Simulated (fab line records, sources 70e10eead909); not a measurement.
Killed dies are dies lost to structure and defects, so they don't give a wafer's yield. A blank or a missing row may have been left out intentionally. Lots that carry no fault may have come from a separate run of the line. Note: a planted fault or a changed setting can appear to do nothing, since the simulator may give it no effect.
fab line records	flow nand-harc
record lots=24	wafers=72	last-day=34
route steps=1302 shown A_CHANNEL_FILL_D1@517 A_DECK1_JOINT@528 A_ONON_D2@567 A_CHANNEL_HOLE_D2@570
lots that met no fault: from a run of the same line without faults
start-h: the number of hours between the record's first day and the start of the first shown wafer of the lot	wait-h: hours from the lot's prior step to this one	" repeats the value in the row above	L1.1+2: a row that stands for several wafers	- either no value or no given start	* or withheld: withheld	< > ~ a bound
route shown NAME@n: a module of which the file shows steps, and the number in the route of the first	usual: mean/standard deviation of fault-free wafers	same: alike in all rows	chamber/n: place in a boat	sites: per-site readings	_std_site: how widely they spread, as a standard deviation	_edge_site: mean of outer sites minus mean of inner sites	radius-mm: how far each site lies from the wafer's centre	mask NAME#n: copy n	behind: the most recent tool/chamber to have shaped the wafer	hold: what put the lot on hold/how long, in hours/how the hold closed	device: names the non-switching transistor (n, p or np)	end of line: the same wafers' tests at the end of the route	where a step has no rows: the recipe by itself	killed: dies lost to structure and defects at the first sort, not the wafer's yield	map: per-die view of a wafer (x killed, . not killed, _ where there is no die)
set.NAME: setting as actually run; set.NAME@STEP: the setting as run at that earlier step	model.NAME: the simulator's own value behind a step, which no gauge read
steps of the route over a sample of lots; a table a step, a row a wafer
services: the hour from which a tool's chamber was out of use, counted from the record's first day as start-h (under 0 if before that day), plus the number of hours and why
## steps
# step NHARC_A_CHANNEL_FILL_D1_INSPECT_13
# usual raw-defect-count=328/120
lot.wafer	tool	chamber	start-h	wait-h	raw-defect-count
L074.1	defect-inspect-02	-	230.95	0.0	211
L074.2	"	-	"	"	367
L074.6	"	-	"	"	204
L075.1	defect-inspect-02	-	252.70	0.0	584
L075.2	"	-	"	"	456
L075.6	"	-	"	"	300
L076.3	defect-inspect-01	-	252.70	0.0	140
L076.4	"	-	"	"	204
L076.5	"	-	"	"	169
L077.1	defect-inspect-02	-	267.39	0.0	408
L077.2	"	-	"	"	265
L077.4	"	-	"	"	299
L078.2	defect-inspect-01	-	271.81	0.0	396
L078.5	"	-	"	"	274
L078.6	"	-	"	"	463
L079.2	defect-inspect-02	-	282.27	0.0	314
L079.3	"	-	"	"	558
L079.4	"	-	"	"	338
L080.2	defect-inspect-01	-	292.69	0.0	230
L080.4	"	-	"	"	470
L080.6	"	-	"	"	198
L081.1	defect-inspect-02	-	302.58	0.0	400
L081.5	"	-	"	"	344
L081.6	"	-	"	"	226
L083.1	defect-inspect-02	-	322.84	0.0	298
L083.3	"	-	"	"	272
L083.5	"	-	"	"	289
L082.1	defect-inspect-01	-	322.84	0.0	305
L082.4	"	-	"	"	328
L082.5	"	-	"	"	479
L085.2	defect-inspect-02	-	337.93	0.0	731
L085.3	"	-	"	"	552
L085.5	"	-	"	"	438
L084.2	defect-inspect-01	-	337.94	0.0	190
L084.5	"	-	"	"	215
L084.6	"	-	"	"	142
L086.2	defect-inspect-01	-	351.60	0.0	187
L086.4	"	-	"	"	194
L086.5	"	-	"	"	345
L087.1	defect-inspect-02	-	374.10	0.0	465
L087.2	"	-	"	"	585
L087.5	"	-	"	"	379
L088.1	defect-inspect-02	-	383.40	0.0	471
L088.3	"	-	"	"	543
L088.4	"	-	"	"	339
L089.1	defect-inspect-01	-	403.28	0.0	350
L089.5	"	-	"	"	353
L089.6	"	-	"	"	462
L090.1	defect-inspect-02	-	403.28	0.0	336
L090.3	"	-	"	"	187
L090.5	"	-	"	"	284
L091.4	defect-inspect-02	-	407.52	0.0	195
L091.5	"	-	"	"	259
L091.6	"	-	"	"	365
L092.1	defect-inspect-01	-	419.03	0.0	230
L092.3	"	-	"	"	461
L092.5	"	-	"	"	547
L093.2	defect-inspect-02	-	419.03	0.0	207
L093.5	"	-	"	"	275
L093.6	"	-	"	"	280
L094.2	defect-inspect-02	-	437.93	0.0	276
L094.3	"	-	"	"	315
L094.5	"	-	"	"	421
L095.1	defect-inspect-02	-	458.59	0.0	358
L095.4	"	-	"	"	299
L095.6	"	-	"	"	252
L096.1	defect-inspect-01	-	458.59	0.0	203
L096.4	"	-	"	"	223
L096.6	"	-	"	"	185
L097.2	defect-inspect-02	-	464.97	0.0	358
L097.3	"	-	"	"	438
L097.4	"	-	"	"	376
# step NHARC_A_DECK1_JOINT_THK_MEAS_14
# recipe thk-meas-gauge=ellipsometry
# usual thk-nm=51.0/1.8
lot.wafer	tool	chamber	start-h	wait-h	thk-nm
L074.1	film-metro-02	-	244.59	0.2	50.9
L074.2	"	-	"	"	48.5
L074.6	"	-	"	"	49.4
L075.1	film-metro-01	-	263.11	0.2	49.3
L075.2	"	-	"	"	50.5
L075.6	"	-	"	"	52.8
L076.3	film-metro-02	-	263.15	0.2	53.4
L076.4	"	-	"	"	52.3
L076.5	"	-	"	"	51.0
L077.1	film-metro-01	-	278.99	0.2	50.0
L077.2	"	-	"	"	51.8
L077.4	"	-	"	"	49.9
L078.2	film-metro-02	-	282.44	0.2	51.6
L078.5	"	-	"	"	53.7
L078.6	"	-	"	"	48.6
L079.2	film-metro-01	-	293.18	0.2	50.1
L079.3	"	-	"	"	50.3
L079.4	"	-	"	"	46.6
L080.2	film-metro-01	-	303.26	0.2	50.6
L080.4	"	-	"	"	48.6
L080.6	"	-	"	"	51.2
L081.1	film-metro-02	-	313.38	0.2	51.9
L081.5	"	-	"	"	53.0
L081.6	"	-	"	"	53.1
L083.1	film-metro-02	-	335.41	0.2	53.3
L083.3	"	-	"	"	52.3
L083.5	"	-	"	"	52.7
L082.1	film-metro-01	-	335.41	0.2	50.3
L082.4	"	-	"	"	50.7
L082.5	"	-	"	"	48.7
L084.2	film-metro-02	-	350.35	0.2	52.6
L084.5	"	-	"	"	50.3
L084.6	"	-	"	"	51.8
L085.2	film-metro-01	-	350.35	0.2	50.0
L085.3	"	-	"	"	54.1
L085.5	"	-	"	"	49.2
L086.2	film-metro-01	-	362.33	0.2	51.8
L086.4	"	-	"	"	51.7
L086.5	"	-	"	"	52.0
L087.1	film-metro-01	-	384.68	0.2	50.9
L087.2	"	-	"	"	52.7
L087.5	"	-	"	"	52.6
L088.1	film-metro-02	-	393.82	0.2	48.9
L088.3	"	-	"	"	48.2
L088.4	"	-	"	"	52.2
L089.1	film-metro-02	-	413.88	0.2	50.3
L089.5	"	-	"	"	50.9
L089.6	"	-	"	"	51.9
L090.1	film-metro-02	-	413.88	0.2	52.8
L090.3	"	-	"	"	51.6
L090.5	"	-	"	"	53.4
L091.4	film-metro-01	-	418.14	0.2	50.0
L091.5	"	-	"	"	51.1
L091.6	"	-	"	"	49.7
L092.1	film-metro-02	-	429.90	0.2	50.7
L092.3	"	-	"	"	49.2
L092.5	"	-	"	"	47.7
L093.2	film-metro-02	-	430.05	0.2	49.4
L093.5	"	-	"	"	49.6
L093.6	"	-	"	"	48.0
L094.2	film-metro-02	-	448.60	0.2	51.6
L094.3	"	-	"	"	47.9
L094.5	"	-	"	"	49.4
L096.1	film-metro-01	-	469.03	0.2	51.1
L096.4	"	-	"	"	49.8
L096.6	"	-	"	"	48.8
L095.1	film-metro-02	-	469.03	0.2	52.8
L095.4	"	-	"	"	52.8
L095.6	"	-	"	"	49.1
L097.2	film-metro-02	-	475.39	0.2	55.5
L097.3	"	-	"	"	52.5
L097.4	"	-	"	"	51.9
# step NHARC_A_ONON_D2_THK_MEAS_34
# recipe thk-meas-gauge=ellipsometry
# usual thk-nm=201/3.3
lot.wafer	tool	chamber	start-h	wait-h	thk-nm
L074.1	film-metro-02	-	282.94	-	199
L074.2	"	-	"	"	200
L074.6	"	-	"	"	202
L076.3	film-metro-02	-	301.67	-	205
L076.4	"	-	"	"	205
L076.5	"	-	"	"	207
L075.1	film-metro-01	-	301.68	-	204
L075.2	"	-	"	"	203
L075.6	"	-	"	"	206
L077.1	film-metro-01	-	316.54	-	205
L077.2	"	-	"	"	201
L077.4	"	-	"	"	205
L078.2	film-metro-02	-	316.55	-	195
L078.5	"	-	"	"	203
L078.6	"	-	"	"	199
L079.2	film-metro-01	-	331.84	-	201
L079.3	"	-	"	"	198
L079.4	"	-	"	"	205
L080.2	film-metro-01	-	337.43	-	200
L080.4	"	-	"	"	203
L080.6	"	-	"	"	203
L081.1	film-metro-01	-	355.13	-	198
L081.5	"	-	"	"	199
L081.6	"	-	"	"	200
L083.1	film-metro-02	-	372.83	-	196
L083.3	"	-	"	"	199
L083.5	"	-	"	"	199
L082.1	film-metro-01	-	372.84	-	205
L082.4	"	-	"	"	206
L082.5	"	-	"	"	207
L085.2	film-metro-02	-	390.44	-	200
L085.3	"	-	"	"	199
L085.5	"	-	"	"	203
L084.2	film-metro-02	-	390.63	0.5	196
L084.5	"	-	"	"	196
L084.6	"	-	"	"	199
L086.2	film-metro-02	-	397.83	-	197
L086.4	"	-	"	"	200
L086.5	"	-	"	"	201
L087.1	film-metro-01	-	426.49	-	194
L087.2	"	-	"	"	193
L087.5	"	-	"	"	196
L088.1	film-metro-02	-	434.57	0.5	195
L088.3	"	-	"	"	202
L088.4	"	-	"	"	201
L090.1	film-metro-02	-	451.05	-	203
L090.3	"	-	"	"	199
L090.5	"	-	"	"	205
L089.1	film-metro-02	-	451.09	-	197
L089.5	"	-	"	"	199
L089.6	"	-	"	"	200
L091.4	film-metro-01	-	456.69	-	204
L091.5	"	-	"	"	204
L091.6	"	-	"	"	206
L093.2	film-metro-02	-	473.53	-	202
L093.5	"	-	"	"	203
L093.6	"	-	"	"	197
L092.1	film-metro-01	-	473.66	0.5	201
L092.3	"	-	"	"	203
L092.5	"	-	"	"	202
L094.2	film-metro-01	-	488.02	-	201
L094.3	"	-	"	"	202
L094.5	"	-	"	"	205
L097.2	film-metro-02	-	510.60	-	196
L097.3	"	-	"	"	196
L097.4	"	-	"	"	202
L096.1	film-metro-01	-	510.61	-	198
L096.4	"	-	"	"	202
L096.6	"	-	"	"	202
L095.1	film-metro-02	-	510.61	-	198
L095.4	"	-	"	"	200
L095.6	"	-	"	"	201
# step NHARC_A_CHANNEL_HOLE_D2_DEP_00
# recipe target-thk-a=31000	temp-c=400	material=aC
# usual throttle-valve-pct=34.999/0.0091
lot.wafer	tool	chamber	start-h	wait-h	throttle-valve-pct
L074.1	acl-dep-01	0	283.07	0.1	34.997
L074.2	"	0	"	"	35.015
L074.6	"	0	284.64	1.6	34.991
L076.3	acl-dep-01	0	302.44	0.7	34.985
L076.4	"	0	"	"	35.008
L076.5	"	0	"	"	34.986
L075.1	acl-dep-02	0	302.61	0.9	35.008
L075.2	"	0	"	"	34.977
L075.6	"	0	304.22	2.5	34.997
L077.1	acl-dep-03	0	317.78	1.2	35.000
L077.2	"	0	"	"	35.007
L077.4	"	0	"	"	35.007
L078.2	acl-dep-01	0	319.37	2.8	35.010
L078.5	"	0	"	"	34.994
L078.6	"	0	"	"	35.009
L079.2	acl-dep-02	0	335.51	3.6	34.990
L079.3	"	0	"	"	35.007
L079.4	"	0	"	"	35.000
L080.2	acl-dep-03	0	337.90	0.4	34.997
L080.4	"	0	"	"	34.988
L080.6	"	0	"	"	34.997
L081.1	acl-dep-02	0	355.28	0.1	34.997
L081.5	"	0	356.55	1.3	35.001
L081.6	"	0	"	"	34.995
L083.1	acl-dep-03	0	374.55	1.7	35.006
L083.3	"	0	"	"	34.996
L083.5	"	0	"	"	34.988
L082.1	acl-dep-02	0	375.10	2.2	34.996
L082.4	"	0	"	"	34.997
L082.5	"	0	"	"	34.998
L085.2	acl-dep-02	0	392.32	1.8	34.994
L085.3	"	0	"	"	34.995
L085.5	"	0	"	"	35.015
L084.2	acl-dep-01	0	392.50	1.8	34.991
L084.5	"	0	"	"	35.025
L084.6	"	0	"	"	35.006
L086.2	acl-dep-01	0	399.42	1.5	35.008
L086.4	"	0	"	"	35.009
L086.5	"	0	"	"	34.989
L087.1	acl-dep-01	0	428.26	1.7	35.002
L087.2	"	0	"	"	34.993
L087.5	"	0	"	"	35.003
L088.1	acl-dep-03	0	434.74	0.1	34.987
L088.3	"	0	"	"	34.994
L088.4	"	0	"	"	34.992
L090.1	acl-dep-02	0	454.42	3.3	34.993
L090.3	"	0	"	"	35.003
L090.5	"	0	"	"	35.022
L089.1	acl-dep-03	0	455.13	4.0	34.999
L089.5	"	0	456.40	5.2	34.993
L089.6	"	0	"	"	35.005
L091.4	acl-dep-01	0	458.72	2.0	34.983
L091.5	"	0	"	"	35.006
L091.6	"	0	"	"	34.988
L093.2	acl-dep-03	0	474.00	0.4	35.008
L093.5	"	0	"	"	35.000
L093.6	"	0	"	"	34.992
L092.1	acl-dep-03	0	475.59	1.9	34.997
L092.3	"	0	"	"	35.004
L092.5	"	0	"	"	34.993
L094.2	acl-dep-01	0	490.75	2.6	34.993
L094.3	"	0	"	"	34.992
L094.5	"	0	"	"	34.994
L096.1	acl-dep-03	0	510.74	0.1	35.002
L096.4	"	0	"	"	34.990
L096.6	"	0	"	"	34.992
L095.1	acl-dep-02	0	510.75	0.1	35.000
L095.4	"	0	"	"	34.994
L095.6	"	0	"	"	34.994
L097.2	acl-dep-01	0	511.07	0.4	34.989
L097.3	"	0	"	"	35.000
L097.4	"	0	"	"	35.001
# step NHARC_A_CHANNEL_HOLE_D2_INSPECT_12
# usual raw-defect-count=30/21
lot.wafer	tool	chamber	start-h	wait-h	raw-defect-count
L074.1	defect-inspect-02	-	285.79	0.0	51
L074.2	"	-	"	"	69
L074.6	"	-	"	"	56
L076.3	defect-inspect-01	-	304.45	0.0	9
L076.4	"	-	"	"	8
L076.5	"	-	"	"	5
L075.1	defect-inspect-02	-	305.28	0.0	51
L075.2	"	-	"	"	55
L075.6	"	-	"	"	48
L077.1	defect-inspect-01	-	320.53	0.0	52
L077.2	"	-	"	"	54
L077.4	"	-	"	"	64
L078.2	defect-inspect-01	-	321.70	0.0	64
L078.5	"	-	"	"	58
L078.6	"	-	"	"	52
L079.2	defect-inspect-02	-	337.95	0.0	56
L079.3	"	-	"	"	65
L079.4	"	-	"	"	61
L080.2	defect-inspect-01	-	340.37	0.0	6
L080.4	"	-	"	"	4
L080.6	"	-	"	"	6
L081.1	defect-inspect-02	-	358.05	0.0	47
L081.5	"	-	"	"	54
L081.6	"	-	"	"	55
L083.1	defect-inspect-02	-	377.33	0.0	7
L083.3	"	-	"	"	16
L083.5	"	-	"	"	9
L082.1	defect-inspect-02	-	378.12	0.0	62
L082.4	"	-	"	"	48
L082.5	"	-	"	"	62
L085.2	defect-inspect-01	-	394.62	0.0	7
L085.3	"	-	"	"	17
L085.5	"	-	"	"	12
L084.2	defect-inspect-02	-	395.02	0.0	7
L084.5	"	-	"	"	17
L084.6	"	-	"	"	14
L086.2	defect-inspect-02	-	401.75	0.0	14
L086.4	"	-	"	"	14
L086.5	"	-	"	"	18
L087.1	defect-inspect-01	-	430.87	0.0	11
L087.2	"	-	"	"	15
L087.5	"	-	"	"	7
L088.1	defect-inspect-01	-	437.46	0.0	12
L088.3	"	-	"	"	12
L088.4	"	-	"	"	18
L090.1	defect-inspect-02	-	457.22	0.0	16
L090.3	"	-	"	"	17
L090.5	"	-	"	"	15
L089.1	defect-inspect-01	-	457.90	0.0	62
L089.5	"	-	"	"	46
L089.6	"	-	"	"	49
L091.4	defect-inspect-02	-	460.55	0.0	16
L091.5	"	-	"	"	20
L091.6	"	-	"	"	16
L093.2	defect-inspect-02	-	476.46	0.0	46
L093.5	"	-	"	"	47
L093.6	"	-	"	"	58
L092.1	defect-inspect-02	-	478.36	0.0	21
L092.3	"	-	"	"	21
L092.5	"	-	"	"	18
L094.2	defect-inspect-01	-	493.08	0.0	25
L094.3	"	-	"	"	13
L094.5	"	-	"	"	17
L096.1	defect-inspect-01	-	513.47	0.0	5
L096.4	"	-	"	"	7
L096.6	"	-	"	"	4
L095.1	defect-inspect-02	-	513.50	0.0	32
L095.4	"	-	"	"	39
L095.6	"	-	"	"	26
L097.2	defect-inspect-01	-	513.53	0.0	23
L097.3	"	-	"	"	16
L097.4	"	-	"	"	26
# step NHARC_A_CHANNEL_HOLE_D2_ETCH_22
# recipe bias-v=3000	source-w=withheld	pressure-mtorr=20	time-s=666.7	ar-flow-sccm=375	c4f8-flow-sccm=89.3	o2-flow-sccm=35.7	temp-c=-20	target-depth-a=16000	chemistry=C4F8/O2/Ar
# usual chamber-pressure-mTorr=19.998/0.018	drypump-motor-current-A=5.9/0.52	he-backside-leak-sccm=6.0/0.63	o2-flow-sccm=35.71/0.11	showerhead-plenum-p-Torr=3.68/0.13	throttle-valve-pct=32.155/0.0094
lot.wafer	tool	chamber	start-h	wait-h	chamber-pressure-mTorr	drypump-motor-current-A	he-backside-leak-sccm	o2-flow-sccm	rf-hours-counter-h	showerhead-plenum-p-Torr	throttle-valve-pct
L074.1	har-etch-02	1	287.89	0.4	19.951	6.5	6.4	35.79	357	3.70	32.146
L074.2	"	0	"	"	20.011	5.8	6.5	35.82	357	3.48	32.154
L074.6	"	0	"	"	19.984	5.9	6.6	35.73	-	3.48	32.173
L076.4	har-etch-02	0	306.74	0.4	20.027	5.9	6.7	35.74	-	3.48	32.157
L076.3	"	1	"	"	19.994	6.5	6.3	35.76	-	3.69	32.157
L076.5	"	1	"	"	19.996	6.6	6.3	35.58	-	3.69	32.158
L075.1	har-etch-01	0	307.40	0.4	19.975	5.8	5.4	35.75	157	3.69	32.137
L075.2	"	1	"	"	20.010	5.0	6.1	35.56	157	3.67	32.146
L075.6	"	1	"	"	20.011	5.1	6.2	35.58	-	3.67	32.160
L077.2	har-etch-01	0	325.38	0.4	20.017	5.8	5.5	35.67	169	3.69	32.150
L077.1	"	1	"	"	20.004	5.0	6.1	35.71	169	3.66	32.151
L077.4	"	1	"	"	19.985	5.1	6.3	35.83	-	3.66	32.150
L078.2	har-etch-02	0	327.18	0.4	20.007	5.9	7.0	35.79	368	3.48	32.152
L078.5	"	0	"	"	20.014	5.9	6.7	35.64	-	3.48	32.153
L078.6	"	1	"	"	20.001	6.6	6.4	35.87	-	3.69	32.149
L079.2	har-etch-02	0	340.16	0.4	19.987	5.8	6.8	35.80	376	3.47	32.164
L079.4	"	1	"	"	20.025	6.6	6.4	35.82	-	3.69	32.157
L079.3	"	0	"	"	20.024	5.9	6.9	35.65	-	3.47	32.165
L080.2	har-etch-01	1	342.49	0.4	20.007	5.0	6.1	35.68	180	3.66	32.151
L080.4	"	1	"	"	19.993	5.1	6.2	35.54	-	3.66	32.138
L080.6	"	0	"	"	20.030	5.7	5.6	35.70	-	3.68	32.170
L081.1	har-etch-02	1	360.53	0.4	19.967	6.5	6.6	35.56	391	3.68	32.157
L081.5	"	1	"	"	20.014	6.5	6.5	35.53	-	3.68	32.145
L081.6	"	0	"	"	20.046	5.9	7.1	35.93	-	3.46	32.161
L083.1	har-etch-01	1	379.62	0.4	20.001	5.0	6.4	35.51	203	3.64	32.153
L083.3	"	0	"	"	19.950	5.8	5.7	35.72	-	3.67	32.156
L083.5	"	0	"	"	20.008	5.8	5.6	35.72	-	3.67	32.157
L082.1	har-etch-02	0	380.34	0.4	19.969	5.8	7.1	35.73	402	3.46	32.171
L082.4	"	0	"	"	19.992	5.8	7.0	36.08	-	3.46	32.160
L082.5	"	1	"	"	19.973	6.6	6.5	35.59	-	3.67	32.149
L085.2	har-etch-01	1	398.92	0.4	20.003	5.0	6.3	35.77	215	3.64	32.151
L085.3	"	0	"	"	19.993	5.8	5.4	35.74	-	3.66	32.165
L085.5	"	0	"	"	19.979	5.8	5.4	35.69	-	3.66	32.142
L084.2	har-etch-02	1	401.40	0.4	19.959	6.6	5.1	35.61	1	3.67	32.152
L084.6	"	1	"	"	19.989	6.5	5.2	35.37	-	3.67	32.151
L084.5	"	0	"	"	19.995	5.9	5.5	35.70	-	3.93	32.151
L086.2	har-etch-02	1	409.84	0.4	20.008	6.5	5.4	35.68	9	3.67	32.172
L086.4	"	1	"	"	19.968	6.5	5.4	35.69	-	3.67	32.147
L086.5	"	0	"	"	19.985	5.9	5.3	35.71	-	3.93	32.166
L087.1	har-etch-01	0	435.10	0.4	20.009	5.8	5.2	35.69	238	3.65	32.156
L087.2	"	1	"	"	20.000	5.0	6.5	35.78	238	3.63	32.153
L087.5	"	0	"	"	19.991	5.7	5.4	35.52	-	3.65	32.149
L088.1	har-etch-02	0	439.67	0.4	20.037	5.9	5.7	35.62	24	3.92	32.155
L088.3	"	1	"	"	20.005	6.5	5.3	35.64	-	3.66	32.149
L088.4	"	0	"	"	19.983	5.9	5.6	35.61	-	3.92	32.164
L090.1	har-etch-02	1	461.84	0.4	19.991	6.5	5.0	35.62	35	3.65	32.148
L090.3	"	0	"	"	20.025	5.9	5.7	35.67	-	3.91	32.154
L090.5	"	0	"	"	20.016	5.8	5.5	35.66	-	3.91	32.151
L089.1	har-etch-01	1	463.00	0.4	19.995	5.1	6.6	35.54	253	3.62	32.165
L089.5	"	1	"	"	19.988	5.0	6.7	35.68	-	3.62	32.154
L089.6	"	0	"	"	19.990	5.8	5.7	35.65	-	3.64	32.178
L091.4	har-etch-02	1	466.19	0.4	20.015	6.6	5.7	35.63	-	3.65	32.153
L091.5	"	0	"	"	19.991	5.9	5.6	35.72	-	3.91	32.145
L091.6	"	1	"	"	19.987	6.5	5.3	35.80	-	3.65	32.161
L093.2	har-etch-01	1	478.57	0.4	19.997	5.0	6.7	35.68	264	3.61	32.137
L093.5	"	1	"	"	20.000	5.0	6.7	35.74	-	3.61	32.146
L093.6	"	0	"	"	20.005	5.8	5.8	35.71	-	3.64	32.160
L092.1	har-etch-02	1	486.73	0.4	19.997	6.5	5.3	35.67	51	3.64	32.146
L092.3	"	0	"	"	19.993	5.8	5.5	35.73	-	3.90	32.128
L092.5	"	0	"	"	19.997	5.9	5.5	35.71	-	3.90	32.154
L094.2	har-etch-02	1	495.28	0.4	19.987	6.6	5.7	35.89	54	3.64	32.147
L094.3	"	0	"	"	20.053	5.9	6.0	35.72	-	3.90	32.149
L094.5	"	0	"	"	19.985	5.9	8.6	35.72	-	3.90	32.155
L095.1	har-etch-02	1	515.60	0.4	20.014	6.5	5.6	35.81	66	3.63	32.161
L095.4	"	0	"	"	19.994	5.9	6.1	35.77	-	3.90	32.154
L095.6	"	1	"	"	19.993	6.5	5.8	35.82	-	3.64	32.141
L096.1	har-etch-01	0	515.65	0.4	19.990	5.8	5.8	35.94	291	3.62	32.153
L096.4	"	0	"	"	19.982	5.8	5.8	35.77	-	3.62	32.139
L096.6	"	0	"	"	20.007	5.8	5.6	35.95	-	3.62	32.159
L097.2	har-etch-02	1	519.76	0.4	19.965	6.5	5.9	35.83	70	3.63	32.159
L097.4	"	1	"	"	20.006	6.5	5.7	35.93	-	3.63	32.162
L097.3	"	0	"	"	19.998	5.8	5.8	35.73	-	3.89	32.171
## services
tool	chamber	start-h	hours	kind
acl-dep-03	-	301.24	13.0	pm
har-etch-02	-	313.71	12.6	repair
acl-dep-01	-	368.86	13.0	pm
har-etch-02	-	383.53	17.0	pm
har-etch-02	0	383.53	17.0	vent-cycle
har-etch-02	1	383.53	17.0	vent-cycle
har-etch-02	0	400.53	-	clean
har-etch-02	0	400.53	-	consumable-replace:focus-ring
har-etch-02	0	400.53	-	consumable-replace:showerhead
har-etch-02	1	400.53	-	clean
har-etch-02	1	400.53	-	consumable-replace:focus-ring
acl-dep-02	-	424.12	13.0	pm
har-etch-02	-	476.05	9.4	repair
acl-dep-03	-	482.24	13.0	pm
## key
fault none
